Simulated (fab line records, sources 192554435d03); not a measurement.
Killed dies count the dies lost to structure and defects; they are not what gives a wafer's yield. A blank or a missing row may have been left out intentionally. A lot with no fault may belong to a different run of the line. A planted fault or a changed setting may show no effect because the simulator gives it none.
Matching of chambers | flow n5 finfet | 4 sister chambers for N5_SPACER0_ALD_08 on ald sin-04
The step deposits SiNx, target thk 2 nm. 14 wafers are shown with their chamber, then 7 later ones without.

EACH WAFER AND ITS CHAMBER
wafer  | chamber | heater power w (W)
L423.1 | 0       | 861
L423.2 | 1       | 880
L423.3 | 3       | 770
L424.3 | 0       | 842
L424.4 | 1       | 843
L424.6 | 2       | 711
L428.3 | 2       | 719
L428.4 | 0       | 860
L428.6 | 3       | 775
L430.1 | 0       | 869
L430.2 | 2       | 724
L430.5 | 2       | 694
L432.1 | 0       | 895
L432.2 | 3       | 767

SIGNATURES (averages over the wafers above)
reading        | chamber 0 | chamber 1 | chamber 2 | chamber 3 | scatter within a chamber
heater power w | 865.40    | 861.50    | 712.00    | 770.67    | 16.5
Rule: for a wafer and a chamber, the distance is found by dividing, reading by reading, the gap between the wafer's reading and the chamber's mean by the reading's scatter, squaring, summing and taking the root. If the next closest chamber is less than 2 further off than the closest, the wafer can't be placed; otherwise it belongs to the closest. The scatter: take each reading less its chamber's mean, square it, sum over the shown wafers, divide by the number of wafers less the number of chambers, and take the root.

WAFERS WITH NO CHAMBER GIVEN
wafer  | heater power w (W)
L432.5 | 796
L434.2 | 879
L434.4 | 775
L434.6 | 835
L436.1 | 840
L436.2 | 709
L436.6 | 717

WHICH CHAMBER EACH WENT THROUGH
wafer  | from the rows above     | in truth
L432.5 | 3                       | 3
L434.2 | can't be placed: 0 or 1 | 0
L434.4 | 3                       | 3
L434.6 | can't be placed: 1 or 0 | 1
L436.1 | can't be placed: 1 or 0 | 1
L436.2 | 2                       | 2
L436.6 | 2                       | 2
4 of 7 placed correctly. These rows do not allow placing 3 (true chamber among the candidates in 3). 0 placed wrongly.
